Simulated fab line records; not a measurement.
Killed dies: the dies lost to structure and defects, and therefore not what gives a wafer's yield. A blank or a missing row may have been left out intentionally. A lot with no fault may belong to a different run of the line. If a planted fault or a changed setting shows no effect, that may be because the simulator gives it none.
Which tool did it?	flow nand_harc	12 lots, 36 wafers sampled, at 5 steps of a route of 1302

== WHAT EACH GAUGE READ, for each wafer ==
NHARC_END_SORT_01. Usual: killed_at_array 51, standard deviation 17; killed_at_other 1.6, standard deviation 2.1; killed_at_periphery 4, standard deviation 3.2; killed_dies 57, standard deviation 18; killed_open 2.9, standard deviation 1.7; killed_short 2.3, standard deviation 1.3.
lot	measured	on	killed_at_array	killed_at_other	killed_at_periphery	killed_dies	killed_open	killed_short	flag
L285	day 24 23:05	prober-02	30 32 37	2 1 4	6 2 3	38 35 44	4 4 1	2 2 3	
L295	day 29 05:26	prober-01	57 62 57	2 0 4	6 2 1	65 64 62	4 2 3	2 2 5	
L294	day 29 14:01	prober-01	24	0	4	28	1	1	
L300	day 30 20:04	prober-02	62 69 61	5 3 1	0 1 0	67 73 62	3 2 1	1 1 3	
L305	day 33 13:57	prober-02	36 32 35	0 0 0	12 9 7	48 41 42	2 3 0	3 1 1	
L306	day 33 05:16	prober-01	44 35 31	0 1 0	4 3 3	48 39 34	3 2 1	3 2 1	

== WHAT TOOL EACH LOT RAN ON (gives the tool, then ch and the chambers of the sampled wafers, and finally the start) ==
lot	NHARC_A_STAIRCASE_DESCUM_252	NHARC_A_STAIRCASE_DEP_259	NHARC_A_STAIRCASE_STRIP_295	NHARC_A_STAIRCASE_HM_DEP_462
L284	rie_diel-13 ch 0,1,2, day 16 06:35	pecvd-01 ch 0,1,2, day 16 09:41	rie_diel-12 ch 0,2,3, day 16 22:33	acl_dep-01 ch 0, day 17 02:01
L285	rie_diel-12 ch 0,2,3, day 16 19:38	pecvd-03 ch 0,1,2, day 17 03:35	rie_diel-03 ch 0,1,3, day 17 12:04	acl_dep-03 ch 0, day 17 14:52
L287	rie_diel-13 ch 0,2, day 17 05:50	pecvd-01 ch 0,1,2, day 17 08:58	rie_diel-12 ch 0,1,3, day 17 19:04	acl_dep-02 ch 0, day 17 22:47
L295	rie_diel-03 ch 1,2, day 20 17:23	pecvd-04 ch 1,2, day 20 22:11	rie_diel-12 ch 0,1,3, day 21 08:40	acl_dep-02 ch 0, day 21 15:23
L294	rie_diel-03 ch 0,1,2, day 20 20:46	pecvd-01 ch 0,1,2, day 21 01:27	rie_diel-13 ch 1,2,3, day 21 16:28	acl_dep-03 ch 0, day 21 21:05
L300	rie_diel-03 ch 0,2, day 22 20:50	pecvd-04 ch 0,1,2, day 22 23:58	rie_diel-13 ch 0,2, day 23 09:07	acl_dep-01 ch 0, day 23 10:14
L301	rie_diel-12 ch 1,2,3, day 22 21:34	pecvd-03 ch 0,1,2, day 23 01:35	rie_diel-03 ch 0,1, day 23 09:48	acl_dep-02 ch 0, day 23 10:56
L302	rie_diel-03 ch 2,3, day 23 11:04	pecvd-04 ch 0,1, day 23 13:59	rie_diel-03 ch 0,1,3, day 23 22:45	acl_dep-02 ch 0, day 24 03:17
L304	rie_diel-12 ch 0,1,3, day 24 18:55	pecvd-04 ch 0,2, day 24 23:04	rie_diel-12 ch 1,3, day 25 10:53	acl_dep-01 ch 0, day 25 12:56
L305	rie_diel-03 ch 0,1,3, day 25 06:13	pecvd-03 ch 0,2, day 25 09:03	rie_diel-12 ch 0,1,3, day 25 18:28	acl_dep-01 ch 0, day 25 23:11
L306	rie_diel-12 ch 1,3, day 25 07:54	pecvd-01 ch 0,1, day 25 11:14	rie_diel-13 ch 1,3, day 25 19:26	acl_dep-02 ch 0, day 26 00:16
L307	rie_diel-03 ch 0,2,3, day 25 10:51	pecvd-03 ch 0,1, day 25 14:59	rie_diel-13 ch 2,3, day 26 01:43	acl_dep-02 ch 0, day 26 04:43
- NHARC_A_STAIRCASE_DESCUM_252: chemistry O2, time 3 s.
- NHARC_A_STAIRCASE_DEP_259: deposits SiON, target thk 30 nm.
- NHARC_A_STAIRCASE_STRIP_295: strips in O2.
- NHARC_A_STAIRCASE_HM_DEP_462: deposits aC, target thk 800 nm.

== AS READ BY THE TOOLS THEMSELVES (means over the sampled wafers that have a number; for cases with no such wafer, the mark the record gives instead) ==
NHARC_A_STAIRCASE_DESCUM_252. Usual: drypump_motor_current_A 6.0 A, standard deviation 0.45; mfc_ar_sccm 0.003 sccm, standard deviation 0.0048; oes_product_au 0.998 a.u., standard deviation 0.0073; rf_vpp_V 57.7 V, standard deviation 0.82; showerhead_plenum_p_Torr 1.90 Torr, standard deviation 0.087; throttle_valve_pct 11.312 %, standard deviation 0.0097.
lot	tool	drypump_motor_current_A (A)	mfc_ar_sccm (sccm)	oes_product_au (a.u.)	rf_vpp_V (V)	showerhead_plenum_p_Torr (Torr)	throttle_valve_pct (%)	flag
L284	rie_diel-13	6.1	0.008	0.997	57.4	1.88	11.322	
L285	rie_diel-12	6.1	0.000	0.994	57.6	1.93	11.310	
L287	rie_diel-13	6.0	0.009	0.993	57.4	1.93	11.310	
L295	rie_diel-03	5.1	0.003	0.996	58.4	2.00	11.317	
L294	rie_diel-03	5.4	0.003	0.992	57.0	1.94	11.301	
L300	rie_diel-03	5.3	0.005	1.000	57.9	1.87	11.314	
L301	rie_diel-12	6.1	0.000	0.995	58.1	2.00	11.312	
L302	rie_diel-03	5.8	0.003	1.001	57.7	1.88	11.322	
L304	rie_diel-12	6.1	0.000	1.011	58.8	1.98	11.311	
L305	rie_diel-03	5.8	0.000	0.995	57.3	1.94	11.318	
L306	rie_diel-12	6.0	0.000	1.005	58.3	2.05	11.303	
L307	rie_diel-03	5.7	0.003	1.003	57.1	1.88	11.308	

NHARC_A_STAIRCASE_DEP_259. Usual: heater_power_w 742 W, standard deviation 130; susceptor_temp_C 399.98 C, standard deviation 0.23.
lot	tool	heater_power_w (W)	susceptor_temp_C (C)	flag
L284	pecvd-01	790	400.09	
L285	pecvd-03	801	399.59	
L287	pecvd-01	826	400.13	
L295	pecvd-04	556	399.78	
L294	pecvd-01	851	399.98	
L300	pecvd-04	684	399.97	
L301	pecvd-03	845	399.73	
L302	pecvd-04	548	399.98	
L304	pecvd-04	719	400.06	
L305	pecvd-03	825	400.13	
L306	pecvd-01	903	399.83	
L307	pecvd-03	722	399.74	

NHARC_A_STAIRCASE_STRIP_295. Usual: value, then standard deviation, for each; chamber_pressure_mTorr 60.00 mTorr / 0.061; drypump_motor_current_A 5.9 A / 0.47; mfc_ar_sccm 0.002 sccm / 0.0041; oes_product_au 1.001 a.u. / 0.0061; rf_vpp_V 57.8 V / 0.9; showerhead_plenum_p_Torr 3.54 Torr / 0.16; throttle_valve_pct 17.036 % / 0.0094.
lot	tool	chamber_pressure_mTorr (mTorr)	drypump_motor_current_A (A)	mfc_ar_sccm (sccm)	oes_product_au (a.u.)	rf_vpp_V (V)	showerhead_plenum_p_Torr (Torr)	throttle_valve_pct (%)	flag
L284	rie_diel-12	60.00	6.1	0.000	1.005	57.8	3.56	17.034	
L285	rie_diel-03	60.02	5.8	0.000	0.996	59.2	3.61	17.032	
L287	rie_diel-12	59.96	6.1	0.000	1.000	58.4	3.49	17.046	
L295	rie_diel-12	-	-	-	-	-	-	-	OFF
L294	rie_diel-13	-	-	-	-	-	-	-	OFF
L300	rie_diel-13	60.04	6.0	0.004	1.003	58.1	3.53	17.033	
L301	rie_diel-03	59.99	5.5	0.000	1.002	58.3	3.68	17.035	
L302	rie_diel-03	59.99	5.8	0.000	0.999	58.0	3.58	17.039	
L304	rie_diel-12	59.96	6.1	0.000	0.999	58.6	3.77	17.044	
L305	rie_diel-12	60.03	6.1	0.000	0.999	58.4	3.64	17.034	
L306	rie_diel-13	59.94	6.5	0.004	1.000	58.0	3.50	17.032	
L307	rie_diel-13	60.01	6.4	0.004	1.006	56.6	3.40	17.030	

NHARC_A_STAIRCASE_HM_DEP_462. Usual: susceptor_temp_C 399.93 C, standard deviation 0.25; throttle_valve_pct 34.999 %, standard deviation 0.0093.
lot	tool	susceptor_temp_C (C)	throttle_valve_pct (%)	flag
L284	acl_dep-01	399.86	35.001	
L285	acl_dep-03	399.74	34.998	
L287	acl_dep-02	399.80	34.998	
L295	acl_dep-02	399.82	35.001	
L294	acl_dep-03	-	34.997	OFF
L300	acl_dep-01	-	35.003	OFF
L301	acl_dep-02	399.68	35.009	
L302	acl_dep-02	-	35.007	OFF
L304	acl_dep-01	-	34.996	OFF
L305	acl_dep-01	399.92	34.998	
L306	acl_dep-02	-	34.999	OFF
L307	acl_dep-02	-	34.999	OFF

== THE ANSWER, worked out from the rows above alone ==
Rule: lot off if the mean of its wafers having a number is beyond 3 standard deviations from the usual mean. A lot without any number at a reading at which 4 lots or more have one is off too. The other lots that the step has rows for count as sound. First the gauges in route order, then the tools' own readings, where a lot's mean is used as printed above. The first step at which some lot is off is used, and at that step the reading that is off furthest; a lot without a number counts as furthest.
Off: L295, L294 (NHARC_A_STAIRCASE_STRIP_295, chamber_pressure_mTorr). Without a number there: L295, L294.
A tool fits if, at that step or a process step before it, it ran every lot that is off, and no sound lot after the first of them. Of those tried, none fits.

== WHAT THE SIMULATOR HAD INSERTED ==
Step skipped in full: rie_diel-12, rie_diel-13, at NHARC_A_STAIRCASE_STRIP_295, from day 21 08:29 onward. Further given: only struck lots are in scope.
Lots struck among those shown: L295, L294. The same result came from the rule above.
